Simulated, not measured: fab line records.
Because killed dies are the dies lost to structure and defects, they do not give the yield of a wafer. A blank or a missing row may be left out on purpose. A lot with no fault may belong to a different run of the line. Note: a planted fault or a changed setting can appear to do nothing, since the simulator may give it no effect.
Comparing a struck lot with a sound one :: flow n5_finfet :: 39 steps out of a route of 1938
Sound: wafers L408.1, L408.2, L408.4. Wafers L412.5, L412.6 were the ones struck. Last of all comes the cause.
For every step that has rows: the tool of each side, followed by ch and its chambers, followed by its first start. Under that, the readings that differ: sound wafers :: struck wafers :: difference of the means :: sigmas: that difference in standard deviations of wafers without a fault.
alike: a reading whose means differ by less than 2 such deviations, as well as words and numbers matching on both sides. not compared: withheld readings; readings where some wafer has no value; bounds like >300 that might hide an equal value; numbers whose values overlap and for which the record gives no deviation.
The two part at a step that has a row with sigmas, a row that says differs or no value, or rows on one side only. Non-overlapping numbers with no deviation appear without sigmas and do not part them. A reading missing from all wafers of one side parts the sides only when that side holds two or more wafers.

first, 9 steps without rows for these wafers: N5_HKMG_FIN_SOFTBAKE_07 (time 60 s); N5_HKMG_FIN_EXPOSE_09 (exposes mask NWFM); N5_HKMG_FIN_PEB_10 (peb time 60 s); N5_HKMG_FIN_DEVELOP_11 (develop time 30 s); N5_HKMG_FIN_DESCUM_17 (chemistry O2, time 7.9 s); N5_HKMG_FIN_ETCH_31 (etches SiARC in CF4, target depth 45.5 nm, time 75.8 s); N5_HKMG_FIN_ETCH_32 (etches SOC in N2/H2, target depth 240 nm, time 300 s); N5_HKMG_FIN_STRIP_33 (strips in N2/H2); N5_HKMG_FIN_STRIP_34 (strips in CF4).
N5_HKMG_FIN_ETCH_35: etches SOC in N2/H2, target depth 215.8 nm, time 243.4 s.
  sound on rie_diel-04 ch 1,2,3, day 8 02:29; struck on rie_diel-06 ch 0,3, day 9 02:14
reading: rf_hours_counter_h (h)
sound: 193 212 77
struck: - -
difference: no value on the struck wafers
sigmas: 

reading: run_length_s (s)
sound: 266.8 267.2 266.7
struck: 191.6 191.2
difference: -75.5
sigmas: -99 or more

reading: model.SOC_of_HKMG_FIN_COAT_29.thk_nm (nm)
sound: 76.6 91.6 88
struck: 150.8 154.6
difference: +67.3
sigmas: 

reading: model.etch.depth_nm (nm)
sound: 225.1 209.3 212.8
struck: 150 145.2
difference: -68
sigmas: 

reading: model.HKMG_FIN.feature_depth_nm (nm)
sound: 225 209.4 212.8
struck: 150 145.2
difference: -68
sigmas: 
  alike: drypump_motor_current_A, oes_product_au, rf_vpp_V, showerhead_plenum_p_Torr, throttle_valve_pct
N5_HKMG_FIN_STRIP_92: strips SOC in N2/H2, time 20 s.
  sound on rie_diel-04 ch 1,2,3, day 8 02:38; struck on rie_diel-06 ch 0,3, day 9 02:20
reading: rf_hours_counter_h (h)
sound: 193 212 77
struck: - -
difference: no value on the struck wafers
sigmas: 

reading: model.SOC_of_HKMG_FIN_COAT_29.thk_nm (nm)
sound: 65.6 81.8 78
struck: 140.4 145
difference: +67.6
sigmas: 
  alike: drypump_motor_current_A, oes_product_au, power_w, rf_vpp_V, showerhead_plenum_p_Torr, throttle_valve_pct
then, 26 steps without rows for these wafers: N5_HKMG_FIN_WET_ETCH_18 (etches TiN in SC1, time 55 s, target depth 5.2 nm, rinse time 30 s); N5_HKMG_FIN_STRIP_19 (strips in N2/H2, time 360 s); N5_HKMG_FIN_ALD_91 (deposits TiN, target thk 1 nm, pulse time 1 s, purge time 3 s); N5_HKMG_FIN_COAT_85 (time 60 s, resist thk 300 nm); N5_HKMG_FIN_ETCH_86 (etches SOC in N2/H2, stops on TiN, target depth 393.2 nm); N5_HKMG_FIN_STRIP_89 (strips SOC in N2/H2, time 20 s); N5_HKMG_FIN_WET_ETCH_87 (etches TiN in SC1, time 154.2 s, target depth 4.7 nm, rinse time 30 s); N5_HKMG_FIN_STRIP_88 (strips in N2/H2, time 360 s); N5_HKMG_FIN_NWFM_ALD_20 (deposits TiAlC, target thk 2 nm, pulse time 3 s, purge time 2 s); N5_HKMG_FIN_ALD_71 (deposits TiN, target thk 1 nm, pulse time 1 s, purge time 3 s); N5_HKMG_FIN_COAT_66 (time 60 s, resist thk 300 nm); N5_HKMG_FIN_ETCH_67 (etches SOC in N2/H2, stops on TiN, target depth 388.9 nm); N5_HKMG_FIN_STRIP_90 (strips SOC in N2/H2, time 20 s); N5_HKMG_FIN_WET_ETCH_73 (etches the open film in SC1, time 42.3 s, target depth 1.3 nm, rinse time 30 s); N5_HKMG_FIN_ETCHBACK_68 (etches the open film in Cl2/Ar, stops on HfO2, target depth 0.5 nm); N5_HKMG_FIN_STRIP_69 (strips in N2/H2, time 360 s); N5_HKMG_FIN_ALD_21 (deposits TiN, target thk 1.5 nm, pulse time 1 s, purge time 3 s); N5_HKMG_FIN_ALD_72 (deposits W, target thk 2 nm, pulse time 1 s, purge time 2 s); N5_HKMG_FIN_W_FILL_22 (material W, target thk 60 nm, time 18.2 s); N5_HKMG_FIN_PRECLEAN_83 (cleans in DIW, time 57.5 s); N5_HKMG_FIN_SRD_84 (dry time 32 s); N5_HKMG_FIN_CMP_23 (polishes, stops on SiNx, t overpolish 10 s, target thk 46.326 nm); N5_HKMG_FIN_CMP_94 (polishes, stops on SiNx, t overpolish 4.7 s, target thk 43.299 nm); N5_GATE_CUT_ETCHBACK_00 (etches W in SF6/Cl2); N5_GATE_CUT_ETCH_56 (etches TiN in Cl2/Ar, target depth 21.6 nm); N5_GATE_CUT_ETCHBACK_30 (etches TiN in Cl2/Ar, target depth 3 nm).
-- record jumps: 4 days separate the struck wafers' starts on either side; left off in module GATE_CUT, taken up again in module BEOL_M4, whose first shown step is the route's number 1111 --
N5_BEOL_M4_RC_MEAS_101:
  sound on prober-01 ch 0, day 11 22:05; struck on prober-02 ch 0, day 13 06:11
reading: IOFF_N_LONG (nA/um)
sound: 5.84e-05 5.75e-05 6.03e-05
struck: 3.74e-05 3.97e-05
difference: -2.02e-05
sigmas: -7

reading: ION_N (uA/um)
sound: 678 681 723
struck: 483 523
difference: -191
sigmas: -13

reading: VT_N (mV)
sound: 248 244 239
struck: 267 260
difference: +20
sigmas: +5

reading: VT_N_LONG (mV)
sound: 274.0 271.9 270.2
struck: 288.9 291.3
difference: +18.1
sigmas: +8

reading: VT_N_LVT (mV)
sound: 94 93 89
struck: 114 106
difference: +18
sigmas: +5
  alike: DIBL_N, DIBL_P, IOFF_N, IOFF_P, ION_P, SS_N, SS_P, VT_P
-- record jumps: 4 days separate the struck wafers' starts on either side; left off in module BEOL_M4, taken up again in module PASSIVATION, whose first shown step is the route's number 1936 --
N5_PASSIVATION_PROBE_49:
  struck on prober-01, day 17 10:30; sound on prober-02, day 16 10:19
reading: sort_bin_8_speed (%)
sound: 0
struck: 91.3 90.6
difference: +90.9
sigmas: +99 or more

reading: sort_n_pass
sound: 1074
struck: 0 0
difference: -1074
sigmas: -54

reading: sort_yield_pct (%)
sound: 91.0
struck: 0 0
difference: -91
sigmas: -54
  alike: defect_limited_yield, killed_at_M0_to_M3, killed_at_M4_up, killed_at_contacts, killed_at_front_end, killed_at_other, killed_dies, killed_open, killed_short, sort_bin_5_function, sort_bin_6_memory

== WHERE THEY PART ==
First at N5_HKMG_FIN_ETCH_35; last, within this record, at N5_PASSIVATION_PROBE_49.

WHY: the cause the simulator had injected
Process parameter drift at N5_HKMG_FIN_ETCH_35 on rie_diel-06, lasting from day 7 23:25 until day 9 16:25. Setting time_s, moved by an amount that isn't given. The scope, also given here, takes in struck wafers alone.
